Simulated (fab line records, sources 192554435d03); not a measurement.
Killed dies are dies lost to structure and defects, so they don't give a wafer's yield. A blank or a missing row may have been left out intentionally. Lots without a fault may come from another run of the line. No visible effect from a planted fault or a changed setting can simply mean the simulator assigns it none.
fab line records	flow n5_finfet
record lots=4	wafers=12	last_day=16
route steps=1938 shown BEOL_M3@1004 BEOL_M4@1021 PASSIVATION@1936
lots that met no fault: taken from a fault-free run of the same line
start_h: hours from the record's first day to the start of the lot's first wafer shown	wait_h: hours elapsed since this lot's preceding step	" identical to the entry in the row above	L1.1+2: several wafers, shown together as one row	- no value, or no start given	* or withheld: withheld	< > ~ a bound
route shown NAME@n: names a module that has steps shown in the file, with the first one's number in the route	usual: mean and standard deviation over wafers with no fault	same: alike in all rows	chamber/n: place in a boat	sites: readings site by site	_std_site: the values' standard deviation	_edge_site: outer sites' mean less inner sites'	radius_mm: how far each site lies from the wafer's centre	mask NAME#n: copy n	behind: the last tool/chamber to shape the wafer	hold: what put the lot on hold/how long, in hours/how the hold closed	device: whichever transistor did not switch (one of n, p or np)	end of line: the tests these same wafers got at the end of their route	a step without rows: its recipe alone	killed: not the wafer's yield, but the dies lost to structure and defects at the first sort	map: dies across one wafer; x = killed, . = not, _ = none there
set.NAME: the run value of the setting; set.NAME@STEP: its run value at that earlier step	model.NAME: the simulator's own value behind a step, which no gauge read
certain route steps with their lots: each step a table, each wafer a row
services: when a tool's chamber went out of use (start_h, in hours from the record's first day, below 0 if earlier), for how many hours, and the reason
## steps
# step N5_BEOL_M3_SPUTTER_90
# recipe material=Cu	target_thk_a=45	temp_c=-20	chamber_pressure_pa=0.07	power_w=withheld	time_s=8.29
# step N5_BEOL_M3_ANNEAL_91
# recipe temp_c=400	time_s=240	ambient=vacuum
# step N5_BEOL_M3_SPUTTER_92
# recipe material=Cu	target_thk_a=45	temp_c=-20	chamber_pressure_pa=0.07	power_w=withheld	time_s=8.29
# step N5_BEOL_M3_ANNEAL_93
# recipe temp_c=400	time_s=240	ambient=vacuum
# step N5_BEOL_M3_SPUTTER_94
# recipe material=Cu	target_thk_a=45	temp_c=-20	chamber_pressure_pa=0.07	power_w=withheld	time_s=8.29
# step N5_BEOL_M3_ANNEAL_95
# recipe temp_c=400	time_s=240	ambient=vacuum
# step N5_BEOL_M3_SPUTTER_96
# recipe material=Cu	target_thk_a=45	temp_c=-20	chamber_pressure_pa=0.07	power_w=withheld	time_s=8.29
# step N5_BEOL_M3_ECD_50
# recipe material=Cu	target_thk_a=3000
# step N5_BEOL_M3_ANNEAL_51
# recipe temp_c=225	time_s=90	ambient=N2
# step N5_BEOL_M3_CMP_52
# recipe stop_on=SiOC	t_overpolish_s=6.8	down_force_psi=1	platen_rpm=50	clearing_platen_down_force_psi=1.5	clearing_platen_rpm=50	post_cmp_clean=cu_alkaline	target_thk_nm=40	clearing_platen_pad_velocity_m_s=0.99484	pad_velocity_m_s=0.99484
# step N5_BEOL_M3_PRE_CLEAN_60
# recipe gas=NH3/H2	time_s=15	temp_c=*	rf_power_w=300
# step N5_BEOL_M3_CO_CAP_55
# recipe material=Co	target_thk_a=20	temp_c=200	precursor=CCTBA/H2	pressure_torr=30	time_s=102.1
# usual chamber_pressure_Torr=30.00/0.061	heater_power_w=234/9.5
lot.wafer	tool	chamber	start_h	wait_h	chamber_pressure_Torr	heater_power_w
L886.2	cvd_co-02	1	195.46	0.0	29.96	230
L886.3	"	2	"	"	30.01	219
L886.6	"	1	"	"	30.02	233
L893.1	cvd_co-02	1	241.00	0.0	30.00	233
L893.2	"	2	"	"	29.88	217
L893.3	"	0	"	"	29.96	237
L894.1	cvd_co-02	0	248.50	0.0	30.02	236
L894.3	"	1	"	"	29.92	231
L894.4	"	2	"	"	30.18	219
L897.1	cvd_co-01	2	265.16	0.0	29.96	248
L897.3	"	0	"	"	29.79	245
L897.6	"	2	"	"	29.97	246
# step N5_BEOL_M3_PRE_CLEAN_56
# recipe gas=NH3	time_s=15	temp_c=withheld	rf_power_w=300
# step N5_BEOL_M3_DEP_57
# recipe material=SiCN	target_thk_a=80	temp_c=withheld	precursor=3MS/NH3	pressure_torr=3	rf_w=202	time_s=14
# step N5_BEOL_M3_INSPECT_59
# recipe inspect_instrument=darkfield	mode=post_dep
# usual raw_defect_count=70/23
lot.wafer	tool	chamber	start_h	wait_h	raw_defect_count
L886.2	defect_inspect-01	-	195.67	0.0	63
L886.3	"	-	"	"	78
L886.6	"	-	"	"	96
L893.1	defect_inspect-02	-	241.21	0.0	951
L893.2	"	-	"	"	909
L893.3	"	-	"	"	919
L894.1	defect_inspect-01	-	248.74	0.0	970
L894.3	"	-	"	"	933
L894.4	"	-	"	"	904
L897.1	defect_inspect-02	-	265.37	0.0	78
L897.3	"	-	"	"	68
L897.6	"	-	"	"	25
# step N5_BEOL_M4_ILD_DEP_00
# recipe material=SiOC	target_thk_a=790	temp_c=350	precursor=DEMS/O2	pressure_torr=5	rf_w=500	time_s=15.3
# step N5_BEOL_M4_PECVD_72
# recipe material=SiO2	target_thk_a=160	temp_c=400	precursor=TEOS/O2	pressure_torr=5.5	rf_w=450	teos_flow_sccm=53.8	gas=O2	flow_sccm=3000	time_s=18
# step N5_BEOL_M4_HM_DEP_02
# recipe material=TiN	target_thk_a=200	temp_c=25	chamber_pressure_pa=0.49996
# step N5_BEOL_M4_COAT_61
# recipe resist=SOC	temp_c=250	time_s=60	spin_rpm=1500	resist_thk_nm=60
# step N5_BEOL_M4_COAT_62
# recipe resist=SiARC	temp_c=220	time_s=60	spin_rpm=1500	resist_thk_nm=12
# step N5_BEOL_M4_COAT_73
# recipe resist=underlayer	temp_c=205	time_s=60	spin_rpm=1500	resist_thk_nm=5
# step N5_BEOL_M4_COAT_05
# recipe resist=CAR-EUV	spin_rpm=1500	resist_thk_nm=30
# step N5_BEOL_M4_EBR_07
# recipe solvent=PGMEA	ebr_width_mm=1.5
# step N5_BEOL_M4_SOFTBAKE_06
# recipe temp_c=110	time_s=60	resist=CAR-EUV
# step N5_BEOL_M4_EXPOSE_08
# recipe mask_id=M4	na=0.33	source_shape=dipole	sigma_inner=0.369	sigma_outer=0.767	polarization=unpolarized	dose_mj=41.25
# step N5_BEOL_M4_PEB_09
# recipe peb_temp_c=100	peb_time_s=60	resist=CAR-EUV
# step N5_BEOL_M4_DEVELOP_10
# recipe develop_time_s=30	developer=TMAH	resist=CAR-EUV	rinse_liquid=surfactant_rinse	dry=air_spin	dev_temp_c=23
# step N5_BEOL_M4_INSPECT_13
# recipe mode=adi	inspect_instrument=brightfield
# usual raw_defect_count=420/110
lot.wafer	tool	chamber	start_h	wait_h	raw_defect_count
L886.2	defect_inspect-01	-	198.36	0.0	350
L886.3	"	-	"	"	360
L886.6	"	-	"	"	430
L893.1	defect_inspect-01	-	242.47	0.1	1244
L893.2	"	-	"	"	1337
L893.3	"	-	"	"	1428
L894.1	defect_inspect-01	-	250.21	0.1	1341
L894.3	"	-	"	"	1393
L894.4	"	-	"	"	1226
L897.1	defect_inspect-02	-	267.62	0.1	434
L897.3	"	-	"	"	415
L897.6	"	-	"	"	321
# step N5_BEOL_M4_DESCUM_16
# recipe chemistry=O2	time_s=7	source_power_w=50	bias_power_w=20	pressure_mtorr=20	rf_frequency_hz=2.712e+07	temp_c=40	resist=CAR-EUV	o2_flow_sccm=225
# step N5_BEOL_M4_RC_MEAS_101
# usual DIBL_N=36.9/2.1	DIBL_P=37.1/2.5	IOFF_N=0.17/0.039	IOFF_P=0.23/0.043	ION_N=673/15	ION_P=462/9.1	SS_N=71.8/0.69	SS_P=73.6/0.74	VT_N=250/3.6	VT_P=-249.7/2.9
lot.wafer	tool	chamber	start_h	wait_h	DIBL_N[mV/V]	DIBL_P[mV/V]	IOFF_N[nA/um]	IOFF_P[nA/um]	ION_N[uA/um]	ION_P[uA/um]	SS_N[mV/dec]	SS_P[mV/dec]	VT_N[mV]	VT_P[mV]
L886.2	prober-02	0	205.53	0.2	39.2	38.0	0.18	0.25	682	468	72.1	74.3	248	-247.4
L886.3	"	0	"	"	39.5	38.7	0.19	0.27	658	455	72.3	73.8	249	-248.0
L886.6	"	0	"	"	38.4	36.9	0.16	0.23	674	465	71.6	73.3	249	-250.0
L893.1	prober-01	0	257.49	0.0	37.7	38.6	0.18	0.25	681	471	71.3	73.1	248	-247.8
L893.2	"	0	"	"	39.9	40.1	0.20	0.27	669	458	72.0	74.2	249	-248.6
L893.3	"	0	"	"	35.8	35.0	0.14	0.19	671	467	70.7	73.1	253	-252.3
L894.1	prober-02	0	259.83	0.0	38.3	40.0	0.19	0.24	685	465	72.6	74.2	244	-250.7
L894.3	"	0	"	"	35.9	36.5	0.14	0.18	666	454	71.8	73.7	254	-255.0
L894.4	"	0	"	"	40.8	42.8	0.24	0.28	692	468	72.4	75.5	248	-251.3
L897.1	prober-01	0	279.40	0.0	34.8	34.5	0.13	0.16	670	456	71.0	72.6	255	-254.5
L897.3	"	0	"	"	34.7	35.2	0.12	0.17	648	450	71.9	73.1	256	-254.4
L897.6	"	0	"	"	35.3	34.9	0.13	0.16	640	442	71.6	72.8	256	-255.4
# step N5_PASSIVATION_PROBE_49
# usual defect_limited_yield=91.3/1.4	killed_at_M0_to_M3=32/9.5	killed_at_M4_up=14/5.2	killed_at_contacts=13/5.7	killed_at_front_end=41/12	killed_at_other=3.5/2.6	killed_dies=103/17	killed_on_rim=14/4	killed_open=68/14	killed_short=32/7	sort_bin_5_function=5.0/0.91	sort_bin_6_memory=3.3/0.7	sort_bin_8_speed=0.03/0.22	sort_n_pass=1076/17	sort_yield_pct=91.2/1.4
# same gross_dies=1180	killed_at_back_side=0	sort_bin_4_leakage[%]=0
lot.wafer	tool	chamber	start_h	wait_h	defect_limited_yield[%]	killed_at_M0_to_M3	killed_at_M4_up	killed_at_contacts	killed_at_front_end	killed_at_other	killed_dies	killed_on_rim	killed_open	killed_short	sort_bin_5_function[%]	sort_bin_6_memory[%]	sort_bin_8_speed[%]	sort_n_pass	sort_yield_pct[%]
L894.1	prober-01	-	358.73	0.0	82.2	134	13	15	47	1	210	23	56	36	10.3	3.9	0	970	82.2
L894.3	prober-01	-	358.83	0.1	80.5	159	5	13	50	3	230	9	52	41	12.7	4.1	0	950	80.5
L894.4	prober-01	-	358.88	0.2	87.3	69	21	11	49	0	150	23	63	33	7.4	4.0	0	1030	87.3
L893.1	prober-02	-	359.24	0.0	79.7	176	9	13	38	4	240	15	66	31	12.7	4.3	0	940	79.7
L893.2	prober-02	-	359.29	0.1	87.9	88	6	6	42	1	143	33	59	33	6.9	3.6	0	1037	87.9
L893.3	prober-02	-	359.34	0.1	84.4	142	8	5	23	6	184	29	44	25	8.7	4.0	0	996	84.4
# killed by level:class
L894.1 BEOL_M3:unspecified=108 MOL_CONTACT_COAG:geometric_particle:open=13 HKMG_FIN:area_etch=10 FIN_SAQP:geometric_particle:open=8 FIN_SAQP:geometric_particle:short=8 BEOL_M0_SAQP:geometric_particle:short=6 BEOL_M0_SAQP:geometric_particle:open=6 BEOL_M2:geometric_particle:short=6
L894.3 BEOL_M3:unspecified=136 MOL_CONTACT_COAG:geometric_particle:open=11 FIN_SAQP:geometric_particle:short=10 GATE_CUT:geometric_particle:short=9 FIN_SAQP:geometric_particle:open=6 ILD0:geometric_particle:open=5 BEOL_M0_SAQP:geometric_particle:short=5 BEOL_M3:geometric_particle:open=5
L894.4 BEOL_M3:unspecified=54 FIN_SAQP:geometric_particle:open=12 STI_FIN_REVEAL:geometric_particle:open=9 MOL_CONTACT_COAG:geometric_particle:open=8 FIN_SAQP:geometric_particle:short=6 DUMMY_GATE:geometric_particle:open=6 BEOL_M0_SAQP:geometric_particle:open=6 DUMMY_GATE:geometric_particle:short=5
L893.1 BEOL_M3:unspecified=142 BEOL_M0_SAQP:geometric_particle:open=14 MOL_CONTACT_COAG:geometric_particle:open=12 BEOL_M0_SAQP:geometric_particle:short=12 FIN_SAQP:geometric_particle:open=10 GATE_CUT:geometric_particle:short=8 BEOL_M4:geometric_particle:open=7 BEOL_M2:geometric_particle:open=5
L893.2 BEOL_M3:unspecified=51 BEOL_M0_SAQP:geometric_particle:short=15 FIN_SAQP:geometric_particle:open=9 FIN_SAQP:geometric_particle:short=7 STI_FIN_REVEAL:geometric_particle:open=7 BEOL_M0_SAQP:geometric_particle:open=7 BEOL_M0:geometric_particle:open=6 MOL_CONTACT_COAG:geometric_particle:open=5
L893.3 BEOL_M3:unspecified=115 BEOL_M0_SAQP:geometric_particle:short=11 BEOL_M0_SAQP:geometric_particle:open=10 BEOL_M4:geometric_particle:open=7 GATE_CUT:geometric_particle:short=6 FIN_SAQP:geometric_particle:open=5 DUMMY_GATE:geometric_particle:open=4 MOL_CONTACT_COAG:geometric_particle:open=4
# map L893.1 (x killed, . not)
_________________....x.......________________
______________x...........x...x._____________
___________.............x..........__________
__________.......x.x.....xxxx......._________
________x..........x..xx.xxxxxx.....x._______
_______.............xx.xxxxxxxx........______
______...x.........xxxxxxxxxxx.xx......._____
_____..........xxxx.xxxxxxxxxxxxxxx..x...____
____......x......xxxxxxxxxxxxxx.xx..x.....___
___.x............xx.xxxxxxxxxxxx...........__
___.x..........x....xxxxxxxxxxxx..x........__
__.........x....x.xxxxxxxxxxxxxxxx......x..._
__..x................xxxxxxxxxxxx..x..xx...._
_.x................xxxxxxxxxxx..x......x.....
_....x..............x..xxxxxxxx........x..x..
_..............xxx......x.x..x...x......x....
_..x........x...........x.......x......x.....
_......x...................x..xx............x
_..............x.............................
_.................x.x...x.....x..x......x....
_............x...x...x.x..x.......x..........
__............x......x.x..x................x_
__x.....x..................................._
___............................x...........__
___.x.......x....x....xx....x..............__
____........x..........................x..___
_____x........x......x...................____
______.................x......x........._____
_______x....x.............x...xxx..x...______
________...................xx........._______
__________.........................._________
___________......x.....x...........__________
______________..x..............._____________
_________________......x.....________________
# map L894.3 (x killed, . not)
_________________............________________
______________.................._____________
___________...........x............__________
__________..........x.x....xx......._________
________...x.......x.xxxx..xxxxx.x...._______
_______..........x..xx.xxxxxxxx....x...______
______....x......x.xxxxxxxxxx.xx.....x.x_____
_____....x.x.......xxxxxxxxxxxxxxxx......____
____.............x.xxxxxxxxxxxxxx..x....x.___
___...x............xxxxxxxxxxxxxxxx........__
___...............x.xxxxxxxxxxxxxx.........__
__...............x..xxxxxxxxxxxx.xx........._
__.x..................xxxxxxxxxx............_
_......x............xxxxxxxxxxx..........xx..
_..x...x......x.x......xxxxxx.xxxx...........
_..x..................x..xxx.x..x............
_...x.......................xx.x.....x.......
_.....x........x....x.......x...x............
_..............x............x................
_.............................x......x.......
_........x.................x..x.....x....x...
__x.x................................x......_
__x.x..x...........x..............x........._
___....x..........x........................__
___x.......................................__
____............x.....x......x.......x....___
_____.x.........x............x...x..x....____
______...........x....xxx.x...x........._____
_______.....xx.....x...................______
________...............x.............._______
__________x................x........_________
___________..........x..x.x.x......__________
______________.................._____________
_________________...x....x...________________
## services
tool	chamber	start_h	hours	kind
cvd_co-02	0	178.70	4.6	repair
cvd_co-02	-	261.61	0.6	repair
## key
first_sign step=N5_BEOL_M3_INSPECT_59	reading=raw_defect_count	direction=up	sigmas=38	usual=70	struck=931
effect step=N5_BEOL_M4_INSPECT_13	reading=raw_defect_count	direction=up	sigmas=8.2	usual=420	struck=1328
effect step=N5_PASSIVATION_PROBE_49	reading=killed_at_M0_to_M3	direction=up	sigmas=10	usual=32	struck=128
more_kills_born_at N5_BEOL_M3_CO_CAP_55@cvd_co-02=606
met_at N5_BEOL_M3_CO_CAP_55
struck_wafers L893.1,L893.2,L893.3,L894.1,L894.3,L894.4
baseline_loss step=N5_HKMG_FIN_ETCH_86	wafers=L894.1
onset_between 195.46 241.00
fault kind=chamber_particle_source	tool=cvd_co-02	chamber=-	onset_h=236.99	steps=N5_BEOL_M3_CO_CAP_55	rate_per_visit_cm2=1.3124	end_h=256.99
# baseline_loss: these wafers lose ten dies or more at that step, a loss of the line's own and not of a fault; the sort's usual values leave them out
